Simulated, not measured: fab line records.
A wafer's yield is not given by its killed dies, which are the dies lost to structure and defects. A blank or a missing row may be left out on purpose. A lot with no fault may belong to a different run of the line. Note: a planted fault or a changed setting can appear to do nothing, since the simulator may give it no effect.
Lot-split experiment :: flow n5 finfet :: on a route of 1938 steps: 7 lots, 39 wafers read

THE SPLIT
At N5_BEOL_M7_TRENCH_ETCH_37 (etches SiCOH lowk in C4F6/O2, target depth 93.478 nm, time 31.2 s), the setting time s was moved away from the recipe's 31.2 s on 15 of the 39 wafers read, by -55.8% to +52.1%. All remaining wafers had this setting at the recipe value.

FROM THE SPLIT TO THE READING: what the file shows between them, 2 steps
- N5_BEOL_M7_ETCH_41: etches SiCN in CH3F/O2, target depth 31.9 nm, time 57.8 s
- N5_BEOL_M7_STRIP_80: strips in N2/H2, time 10 s

THE READING
trench depth nm, in nm, at N5_BEOL_M7_OCD_MEAS_38. On this fab line, fault-free wafers typically give 92.9 nm with a standard deviation of 1.5 nm.

wafer: L074.1
tool, chamber at the split: rie diel-01, 0
time s as run, s: 13.8
against the recipe: -55.8%
trench depth nm, nm: 40.6
against lot-mates on the recipe: -51.1

wafer: L074.2
tool, chamber at the split: rie diel-01, 3
time s as run, s: 31.2
against the recipe: recipe
trench depth nm, nm: 92.2
against lot-mates on the recipe: -

wafer: L074.3
tool, chamber at the split: rie diel-01, 1
time s as run, s: 13.8
against the recipe: -55.8%
trench depth nm, nm: 40.9
against lot-mates on the recipe: -50.8

wafer: L074.4
tool, chamber at the split: rie diel-01, 2
time s as run, s: 31.2
against the recipe: recipe
trench depth nm, nm: 91.7
against lot-mates on the recipe: -

wafer: L074.5
tool, chamber at the split: rie diel-01, 2
time s as run, s: 31.2
against the recipe: recipe
trench depth nm, nm: 91.1
against lot-mates on the recipe: -

wafer: L074.6
tool, chamber at the split: rie diel-01, 3
time s as run, s: 13.8
against the recipe: -55.8%
trench depth nm, nm: 40.7
against lot-mates on the recipe: -51.0

wafer: L078.1
tool, chamber at the split: rie diel-05, 0
time s as run, s: 31.2
against the recipe: recipe
trench depth nm, nm: 94.5
against lot-mates on the recipe: -

wafer: L078.2
tool, chamber at the split: rie diel-05, 3
time s as run, s: 31.2
against the recipe: recipe
trench depth nm, nm: 93.2
against lot-mates on the recipe: -

wafer: L078.3
tool, chamber at the split: rie diel-05, 2
time s as run, s: 31.2
against the recipe: recipe
trench depth nm, nm: 92.0
against lot-mates on the recipe: -

wafer: L078.4
tool, chamber at the split: rie diel-05, 1
time s as run, s: 31.2
against the recipe: recipe
trench depth nm, nm: 91.0
against lot-mates on the recipe: -

wafer: L078.5
tool, chamber at the split: rie diel-05, 0
time s as run, s: 31.2
against the recipe: recipe
trench depth nm, nm: 93.5
against lot-mates on the recipe: -

wafer: L078.6
tool, chamber at the split: rie diel-05, 3
time s as run, s: 31.2
against the recipe: recipe
trench depth nm, nm: 93.4
against lot-mates on the recipe: -

wafer: L081.1
tool, chamber at the split: rie diel-06, 2
time s as run, s: 19.92
against the recipe: -36.2%
trench depth nm, nm: 61.0
against lot-mates on the recipe: -33.0

wafer: L081.2
tool, chamber at the split: rie diel-06, 0
time s as run, s: 19.92
against the recipe: -36.2%
trench depth nm, nm: 60.0
against lot-mates on the recipe: -34.0

wafer: L081.3
tool, chamber at the split: rie diel-06, 1
time s as run, s: 19.92
against the recipe: -36.2%
trench depth nm, nm: 58.0
against lot-mates on the recipe: -36.0

wafer: L081.4
tool, chamber at the split: rie diel-06, 3
time s as run, s: 31.2
against the recipe: recipe
trench depth nm, nm: 93.9
against lot-mates on the recipe: -

wafer: L081.5
tool, chamber at the split: rie diel-06, 3
time s as run, s: 31.2
against the recipe: recipe
trench depth nm, nm: 92.8
against lot-mates on the recipe: -

wafer: L081.6
tool, chamber at the split: rie diel-06, 2
time s as run, s: 31.2
against the recipe: recipe
trench depth nm, nm: 95.3
against lot-mates on the recipe: -

wafer: L083.1
tool, chamber at the split: rie diel-06, 2
time s as run, s: 31.2
against the recipe: recipe
trench depth nm, nm: 94.9
against lot-mates on the recipe: -

wafer: L083.2
tool, chamber at the split: rie diel-06, 1
time s as run, s: 47.44
against the recipe: +52.1%
trench depth nm, nm: 138.2
against lot-mates on the recipe: +44.0

wafer: L083.3
tool, chamber at the split: rie diel-06, 3
time s as run, s: 31.2
against the recipe: recipe
trench depth nm, nm: 94.3
against lot-mates on the recipe: -

wafer: L083.4
tool, chamber at the split: rie diel-06, 0
time s as run, s: 31.2
against the recipe: recipe
trench depth nm, nm: 93.3
against lot-mates on the recipe: -

wafer: L083.5
tool, chamber at the split: rie diel-06, 0
time s as run, s: 47.44
against the recipe: +52.1%
trench depth nm, nm: 142.6
against lot-mates on the recipe: +48.4

wafer: L083.6
tool, chamber at the split: rie diel-06, 1
time s as run, s: 47.44
against the recipe: +52.1%
trench depth nm, nm: 138.1
against lot-mates on the recipe: +43.9

wafer: L088.1
tool, chamber at the split: rie diel-06, 1
time s as run, s: 31.2
against the recipe: recipe
trench depth nm, nm: 89.1
against lot-mates on the recipe: -

wafer: L088.4
tool, chamber at the split: rie diel-06, 0
time s as run, s: 31.2
against the recipe: recipe
trench depth nm, nm: 92.2
against lot-mates on the recipe: -

wafer: L088.5
tool, chamber at the split: rie diel-06, 0
time s as run, s: 31.2
against the recipe: recipe
trench depth nm, nm: 92.3
against lot-mates on the recipe: -

wafer: L087.1
tool, chamber at the split: rie diel-05, 0
time s as run, s: 18.79
against the recipe: -39.8%
trench depth nm, nm: 56.9
against lot-mates on the recipe: -34.4

wafer: L087.2
tool, chamber at the split: rie diel-05, 1
time s as run, s: 18.79
against the recipe: -39.8%
trench depth nm, nm: 54.8
against lot-mates on the recipe: -36.5

wafer: L087.3
tool, chamber at the split: rie diel-05, 2
time s as run, s: 31.2
against the recipe: recipe
trench depth nm, nm: 91.3
against lot-mates on the recipe: -

wafer: L087.4
tool, chamber at the split: rie diel-05, 3
time s as run, s: 18.79
against the recipe: -39.8%
trench depth nm, nm: 57.2
against lot-mates on the recipe: -34.1

wafer: L087.5
tool, chamber at the split: rie diel-05, 2
time s as run, s: 31.2
against the recipe: recipe
trench depth nm, nm: 91.4
against lot-mates on the recipe: -

wafer: L087.6
tool, chamber at the split: rie diel-05, 1
time s as run, s: 31.2
against the recipe: recipe
trench depth nm, nm: 91.3
against lot-mates on the recipe: -

wafer: L093.1
tool, chamber at the split: rie diel-06, 0
time s as run, s: 21.69
against the recipe: -30.5%
trench depth nm, nm: 64.5
against lot-mates on the recipe: -28.3

wafer: L093.2
tool, chamber at the split: rie diel-06, 2
time s as run, s: 21.69
against the recipe: -30.5%
trench depth nm, nm: 66.6
against lot-mates on the recipe: -26.2

wafer: L093.3
tool, chamber at the split: rie diel-06, 3
time s as run, s: 31.2
against the recipe: recipe
trench depth nm, nm: 93.7
against lot-mates on the recipe: -

wafer: L093.4
tool, chamber at the split: rie diel-06, 1
time s as run, s: 31.2
against the recipe: recipe
trench depth nm, nm: 91.7
against lot-mates on the recipe: -

wafer: L093.5
tool, chamber at the split: rie diel-06, 3
time s as run, s: 21.69
against the recipe: -30.5%
trench depth nm, nm: 64.4
against lot-mates on the recipe: -28.4

wafer: L093.6
tool, chamber at the split: rie diel-06, 0
time s as run, s: 31.2
against the recipe: recipe
trench depth nm, nm: 93.0
against lot-mates on the recipe: -

THE FIT
A straight line over all 39 wafers: trench depth nm changes by +0.914 nm for each +1% of time s; r = +1.00; the points scatter about the line by 1.4 nm.
The same after taking each lot's own level away (the mean of its wafers on the recipe; 39 wafers): +0.898 nm for each +1%; r = +1.00; scatter 1.3 nm.
The reading moves by 50 nm for the largest change in time s, on that fit.
The span of the lots' own levels, 91.20 to 94.17 nm, comes to 2.0 times the standard deviation stated above.
So the lot-to-lot level changes the slope little: the two slopes agree.
Check: for one of the wafers moved furthest among these (-55.8%), held out of the fit, the line's prediction against its lot-mates is -50.3 nm. Against them it came out at -51.1 nm.

THE WHOLE CHAIN: every reading that the file lists as answering this split, in the file's order
step: N5_BEOL_M7_TRENCH_ETCH_37
what it does: etches SiCOH lowk in C4F6/O2, target depth 93.478 nm, time 31.2 s
reading: BEOL_M7.feature depth nm (the simulator's own value, which no gauge read)
change (the file's fit): +0.907 nm for each +1% of the setting
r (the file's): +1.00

step: N5_BEOL_M7_TRENCH_ETCH_37
what it does: etches SiCOH lowk in C4F6/O2, target depth 93.478 nm, time 31.2 s
reading: etch.depth nm (the simulator's own value, which no gauge read)
change (the file's fit): +0.907 nm for each +1% of the setting
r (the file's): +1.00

step: N5_BEOL_M7_TRENCH_ETCH_37
what it does: etches SiCOH lowk in C4F6/O2, target depth 93.478 nm, time 31.2 s
reading: TiN_of_BEOL_M7_HM_DEP_02.thk nm (the simulator's own value, which no gauge read)
change (the file's fit): -0.0228 nm for each +1% of the setting
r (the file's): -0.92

step: N5_BEOL_M7_OCD_MEAS_38
what it does: 
reading: trench depth nm
change (the file's fit): +0.901 nm for each +1% of the setting
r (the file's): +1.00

step: N5_BEOL_M7_CMP_52
what it does: polishes, stops on SiCOH lowk, t overpolish 6.9 s, target thk 80 nm
reading: Cu_of_BEOL_M7_ECD_50.thk nm (the simulator's own value, which no gauge read)
change (the file's fit): +0.91 nm for each +1% of the setting
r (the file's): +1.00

FILE'S OWN FIT
trench depth nm changes by +0.901 nm for each +1% of time s, r = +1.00.
